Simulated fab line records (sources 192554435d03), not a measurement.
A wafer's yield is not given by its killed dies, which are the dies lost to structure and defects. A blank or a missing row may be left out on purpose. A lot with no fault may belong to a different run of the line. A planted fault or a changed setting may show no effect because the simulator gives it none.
What tool caused it? | flow n5Finfet | Sampling: 10 lots, 30 wafers, 5 of 1938 route steps

WHAT EACH GAUGE READ, for each wafer
N5_BEOL_M4_RC_MEAS_101.
lot  | measured     | on        | IGATE_N (nA/um)
L482 | day 9 01:55  | prober-01 | 0.0102 0.0118 0.0123
L485 | day 9 14:56  | prober-02 | 0.0109 0.0110 0.0095
L484 | day 10 14:03 | prober-01 | 0.0118 0.0139 0.0117
L488 | day 10 06:46 | prober-01 | 0.0145 0.0108 0.0121
L492 | day 11 10:58 | prober-01 | 0.0099 0.0127 0.0120
L493 | day 11 13:35 | prober-02 | 0.0114 0.0101 0.0105
L494 | day 11 22:42 | prober-02 | 0.0112 0.0173 0.0195
L495 | day 11 19:53 | prober-01 | 0.0106 0.0121 0.0109
L496 | day 12 12:25 | prober-02 | 0.0214 0.0118 0.0261
L503 | day 13 19:15 | prober-02 | 0.0099 0.0107 0.0122

WHAT TOOL EACH LOT RAN ON (gives the tool, then ch and the chambers of the sampled wafers, and finally the start)
lot  | N5_HKMG_FIN_IL_REGROW_00       | N5_BEOL_M4_SPUTTER_96       | N5_BEOL_M4_ANNEAL_51            | N5_BEOL_M4_PRE_CLEAN_60
L482 | aldHk-03 ch 0,2,3, day 4 04:35 | pvdSputter-01, day 9 00:49  | rtpAnneal-01 ch 0, day 9 01:01  | cvdCo-01 ch 0,1, day 9 01:38
L485 | aldHk-03 ch 0,1,3, day 4 23:29 | pvdSputter-03, day 9 13:41  | rtpAnneal-02 ch 0, day 9 13:55  | cvdCo-01 ch 0,1, day 9 14:30
L484 | aldHk-02 ch 0,1,2, day 5 02:05 | pvdSputter-03, day 10 10:06 | rtpAnneal-02 ch 0, day 10 10:20 | cvdCo-01 ch 0,1, day 10 13:37
L488 | aldHk-03 ch 1,2,3, day 5 18:54 | pvdSputter-02, day 10 05:21 | rtpAnneal-01 ch 0, day 10 05:38 | cvdCo-02 ch 0,1, day 10 06:11
L492 | aldHk-03 ch 0,1,2, day 6 19:53 | pvdSputter-01, day 11 09:49 | rtpAnneal-01 ch 0, day 11 10:04 | cvdCo-02 ch 0,1,2, day 11 10:41
L493 | aldHk-03 ch 0,1,3, day 7 02:16 | pvdSputter-01, day 11 12:27 | rtpAnneal-02 ch 0, day 11 12:39 | cvdCo-02 ch 0,2, day 11 13:17
L494 | aldHk-03 ch 0,1, day 7 05:15   | pvdSputter-02, day 11 21:25 | rtpAnneal-02 ch 0, day 11 21:40 | cvdCo-02 ch 0,1,2, day 11 22:14
L495 | aldHk-02 ch 0,1,2, day 7 12:28 | pvdSputter-01, day 11 18:43 | rtpAnneal-01 ch 0, day 11 18:55 | cvdCo-02 ch 0,1, day 11 19:34
L496 | aldHk-03 ch 1,2, day 7 14:59   | pvdSputter-03, day 12 11:11 | rtpAnneal-02 ch 0, day 12 11:24 | cvdCo-01 ch 1,2, day 12 12:02
L503 | aldHk-02 ch 0,2, day 9 13:34   | pvdSputter-03, day 13 17:52 | rtpAnneal-02 ch 0, day 13 18:04 | cvdCo-02 ch 1,2, day 13 18:58
- N5_HKMG_FIN_IL_REGROW_00: material SiO2, chemistry O3, target thk 0.75 nm, time 30 s.
- N5_BEOL_M4_SPUTTER_96: material Cu, target thk 4.5 nm, time 8.29 s.
- N5_BEOL_M4_ANNEAL_51: time 90 s.
- N5_BEOL_M4_PRE_CLEAN_60: time 15 s.

THE ANSWER, worked out from the rows above alone
Rule: what is usual is taken from the lots themselves. The widest of any qualifying gaps counts: lots, ordered by their means at a reading, are off when they make up no more than a third of the lots, leave a main group of 4 or more, and stand apart from it by 3 or more times the standard deviation of that group's means. If all means in a main group match to the digits the tables above print for the reading, that group is not used. Also off: a lot with no number at a reading for which 4 or more lots have one. All remaining lots with rows at the step are treated as sound.
Off: L494, L496, at N5_BEOL_M4_RC_MEAS_101 (IGATE_N). For the main group the mean is 0.0114 nA/um and the standard deviation 0.0007.
If a tool, at a process step before that reading, ran all the lots that are off and no sound lot after the first of them, it fits. Those tools and the gauges at N5_BEOL_M4_RC_MEAS_101 are tried in the same way. One fits: N5_HKMG_FIN_IL_REGROW_00 on aldHk-03. A fault onset in the window from L493 (day 7 02:16, its last sound lot) to L494 (day 7 05:15, its first lot off) fits.

WHAT THE SIMULATOR PUT IN
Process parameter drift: aldHk-03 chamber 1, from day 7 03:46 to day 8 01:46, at N5_HKMG_FIN_IL_REGROW_00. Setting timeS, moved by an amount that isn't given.
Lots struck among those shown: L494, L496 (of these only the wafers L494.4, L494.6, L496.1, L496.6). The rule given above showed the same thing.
